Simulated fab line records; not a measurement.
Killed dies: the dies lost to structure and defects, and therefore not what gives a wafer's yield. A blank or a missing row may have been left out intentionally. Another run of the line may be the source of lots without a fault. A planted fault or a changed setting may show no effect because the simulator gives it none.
Which tool did it? + flow n5_finfet + 11 lots with 30 wafers sampled at 4 steps, on a route of 1938 steps

== WHAT THE GAUGES READ, wafer by wafer ==
N5_BEOL_M6_THK_MEAS_53: measures by xrf. Usual: M6_THK 78.6 nm, standard deviation 1.4.
| lot  | measured     | on            | M6_THK (nm)    | flag |
|------|--------------|---------------|----------------|------|
| L841 | day 8 21:59  | film_metro-02 | 77.1 78.5 79.5 |      |
| L847 | day 9 19:59  | film_metro-01 | 76.9 74.6      |      |
| L849 | day 10 06:32 | film_metro-02 | 78.2 78.6      |      |
| L852 | day 11 11:56 | film_metro-01 | 78.9 79.3      |      |
| L854 | day 11 21:29 | film_metro-01 | 79.1 81.2 79.8 |      |
| L856 | day 12 09:53 | film_metro-01 | 78.4 78.7 77.5 |      |
| L857 | day 12 13:28 | film_metro-01 | 78.6 80.3 79.8 |      |
| L860 | day 13 06:02 | film_metro-02 | 79.9 80.8 79.2 |      |
| L859 | day 13 13:54 | film_metro-02 | 78.5 78.8 78.6 |      |
| L861 | day 13 20:31 | film_metro-02 | 75.5 78.5 76.0 |      |
| L864 | day 15 03:10 | film_metro-02 | 80.3 81.1 79.1 |      |

== EACH LOT AND THE TOOL THAT RAN IT (in order: tool; ch and the chambers of the sampled wafers; start) ==
| lot  | N5_BEOL_M6_PECVD_70             | N5_BEOL_M6_ETCH_65                 | N5_BEOL_M6_CMP_52             |
|------|---------------------------------|------------------------------------|-------------------------------|
| L841 | pecvd-01 ch 0,1,2, day 8 11:12  | rie_diel-02 ch 1,2, day 8 18:13    | cmp-02 ch 1,2,3, day 8 21:44  |
| L847 | pecvd-01 ch 1, day 9 13:27      | rie_diel-03 ch 2, day 9 16:48      | cmp-02 ch 1,3, day 9 19:49    |
| L849 | pecvd-01 ch 1, day 10 01:44     | rie_diel-02 ch 0,2, day 10 03:56   | cmp-04 ch 2, day 10 06:17     |
| L852 | pecvd-01 ch 0,1, day 11 05:24   | rie_diel-03 ch 3, day 11 08:25     | cmp-02 ch 2, day 11 11:40     |
| L854 | pecvd-03 ch 1,2, day 11 13:49   | rie_diel-01 ch 0,1, day 11 18:40   | cmp-02 ch 0,2,3, day 11 21:16 |
| L856 | pecvd-03 ch 0,1, day 12 02:04   | rie_diel-02 ch 1,2, day 12 06:13   | cmp-02 ch 0,1, day 12 09:35   |
| L857 | pecvd-03 ch 0,1,2, day 12 07:32 | rie_diel-01 ch 1,2,3, day 12 10:38 | cmp-02 ch 1,2,3, day 12 13:14 |
| L860 | pecvd-03 ch 0,2, day 13 00:56   | rie_diel-03 ch 0,1,2, day 13 02:44 | cmp-04 ch 1,2,3, day 13 05:44 |
| L859 | pecvd-03 ch 0,1,2, day 13 07:32 | rie_diel-02 ch 1,2, day 13 10:20   | cmp-03 ch 1,2, day 13 13:36   |
| L861 | pecvd-04 ch 0,2, day 13 11:17   | rie_diel-03 ch 2,3, day 13 17:21   | cmp-02 ch 0,3, day 13 20:13   |
| L864 | pecvd-01 ch 1,2, day 14 16:52   | rie_diel-03 ch 1,3, day 14 22:41   | cmp-04 ch 1,2,3, day 15 02:57 |
- N5_BEOL_M6_PECVD_70: deposits SiO2 from TEOS/O2, target thk 20 nm, time 22.7 s.
- N5_BEOL_M6_ETCH_65: etches SiARC in CF4, target depth 15.6 nm, time 26 s.
- N5_BEOL_M6_CMP_52: polishes, stops on SiCOH lowk, t overpolish 6.9 s, target thk 80 nm.

== AS READ BY THE TOOLS THEMSELVES (means over the sampled wafers that have a number; for cases with no such wafer, the mark the record gives instead) ==
N5_BEOL_M6_PECVD_70. Usual: heater_power_w 698 W, standard deviation 86; showerhead_plenum_p_Torr 8.79 Torr, standard deviation 0.045; throttle_valve_pct 23.0 %, standard deviation 0.9.
| lot  | tool     | heater_power_w (W) | showerhead_plenum_p_Torr (Torr) | throttle_valve_pct (%) | flag |
|------|----------|--------------------|---------------------------------|------------------------|------|
| L841 | pecvd-01 | 725                | 8.77                            | 23.0                   |      |
| L847 | pecvd-01 | 742                | 8.81                            | 23.2                   |      |
| L849 | pecvd-01 | 802                | 8.81                            | 23.1                   |      |
| L852 | pecvd-01 | 816                | 8.77                            | 22.5                   |      |
| L854 | pecvd-03 | 673                | 8.84                            | 22.3                   |      |
| L856 | pecvd-03 | 743                | 8.83                            | 23.0                   |      |
| L857 | pecvd-03 | 660                | 8.83                            | 23.3                   |      |
| L860 | pecvd-03 | 617                | 8.83                            | 24.2                   |      |
| L859 | pecvd-03 | 686                | 8.84                            | 23.2                   |      |
| L861 | pecvd-04 | 756                | 8.75                            | 23.2                   |      |
| L864 | pecvd-01 | 641                | 8.78                            | 22.0                   |      |

N5_BEOL_M6_ETCH_65. Usual: drypump_motor_current_A 5.9 A, standard deviation 0.42; etch_rf_on_time_s 25.84 s, standard deviation 0.29; oes_product_au 0.69 a.u., standard deviation 0.08; rf_vpp_V 184.0 V, standard deviation 1.3; showerhead_plenum_p_Torr 2.13 Torr, standard deviation 0.067; throttle_valve_pct 15.46 %, standard deviation 0.24.
| lot  | tool        | drypump_motor_current_A (A) | etch_rf_on_time_s (s) | oes_product_au (a.u.) | rf_vpp_V (V) | showerhead_plenum_p_Torr (Torr) | throttle_valve_pct (%) | flag |
|------|-------------|-----------------------------|-----------------------|-----------------------|--------------|---------------------------------|------------------------|------|
| L841 | rie_diel-02 | 5.1                         | 25.92                 | 0.66                  | 183.4        | 2.09                            | 15.64                  |      |
| L847 | rie_diel-03 | 6.4                         | 26.10                 | 0.60                  | 183.6        | 2.03                            | 15.58                  |      |
| L849 | rie_diel-02 | 5.5                         | 26.02                 | 0.72                  | 185.8        | 2.17                            | 15.50                  |      |
| L852 | rie_diel-03 | 6.3                         | 25.33                 | 0.81                  | 184.1        | 2.11                            | 15.49                  |      |
| L854 | rie_diel-01 | 6.0                         | 25.59                 | 0.73                  | 183.4        | 2.11                            | 15.30                  |      |
| L856 | rie_diel-02 | 5.1                         | 25.99                 | 0.82                  | 185.4        | 2.25                            | 15.36                  |      |
| L857 | rie_diel-01 | 5.8                         | 25.69                 | 0.68                  | 184.1        | 2.15                            | 15.39                  |      |
| L860 | rie_diel-03 | 6.2                         | 26.32                 | 0.64                  | 183.6        | 2.10                            | 15.47                  |      |
| L859 | rie_diel-02 | 5.3                         | 26.11                 | 0.77                  | 185.2        | 2.21                            | 15.59                  |      |
| L861 | rie_diel-03 | 6.4                         | 26.04                 | 0.65                  | 182.6        | 2.05                            | 15.60                  |      |
| L864 | rie_diel-03 | 6.0                         | 25.91                 | 0.79                  | 184.3        | 2.16                            | 15.32                  |      |

N5_BEOL_M6_CMP_52. Usual: barrier_field_endpoint_s 28.7 s, standard deviation 0.61; head_pressure_psi 0.9997 psi, standard deviation 0.0021; motor_current_A 6.2 A, standard deviation 0.54.
| lot  | tool   | barrier_field_endpoint_s (s) | head_pressure_psi (psi) | motor_current_A (A) | flag |
|------|--------|------------------------------|-------------------------|---------------------|------|
| L841 | cmp-02 | 28.4                         | 0.9982                  | 6.4                 |      |
| L847 | cmp-02 | 33.0                         | 1.0000                  | 6.2                 | OFF  |
| L849 | cmp-04 | 31.8                         | 0.9946                  | 6.3                 | OFF  |
| L852 | cmp-02 | 37.7                         | 0.9974                  | 6.8                 | OFF  |
| L854 | cmp-02 | 29.1                         | 0.9998                  | 6.6                 |      |
| L856 | cmp-02 | 28.3                         | 0.9972                  | 6.7                 |      |
| L857 | cmp-02 | 28.5                         | 1.0012                  | 6.5                 |      |
| L860 | cmp-04 | 29.3                         | 1.0003                  | 6.2                 |      |
| L859 | cmp-03 | 29.1                         | 0.9998                  | 5.8                 |      |
| L861 | cmp-02 | 29.1                         | 0.9990                  | 6.6                 |      |
| L864 | cmp-04 | 28.6                         | 1.0003                  | 6.4                 |      |

== THE ANSWER, worked out from the rows above alone ==
Rule: lot off if the mean of its wafers having a number is beyond 3 standard deviations from the usual mean. A lot without any number at a reading at which 4 lots or more have one is off too. Any other lot the step has rows for is counted as sound. First the gauges in route order, then the tools' own readings, where a lot's mean is used as printed above. At the first step where some lot is off, the reading lying furthest off is the one used; lots without a number count as furthest.
Off at N5_BEOL_M6_CMP_52 (barrier_field_endpoint_s): L847, L849, L852.
If a tool, at that step or one of the process steps before it, ran each lot that is off and ran no sound lot following the first of them, it fits. Not one of the candidates tried fits.

== WHAT THE SIMULATOR HAD INSERTED ==
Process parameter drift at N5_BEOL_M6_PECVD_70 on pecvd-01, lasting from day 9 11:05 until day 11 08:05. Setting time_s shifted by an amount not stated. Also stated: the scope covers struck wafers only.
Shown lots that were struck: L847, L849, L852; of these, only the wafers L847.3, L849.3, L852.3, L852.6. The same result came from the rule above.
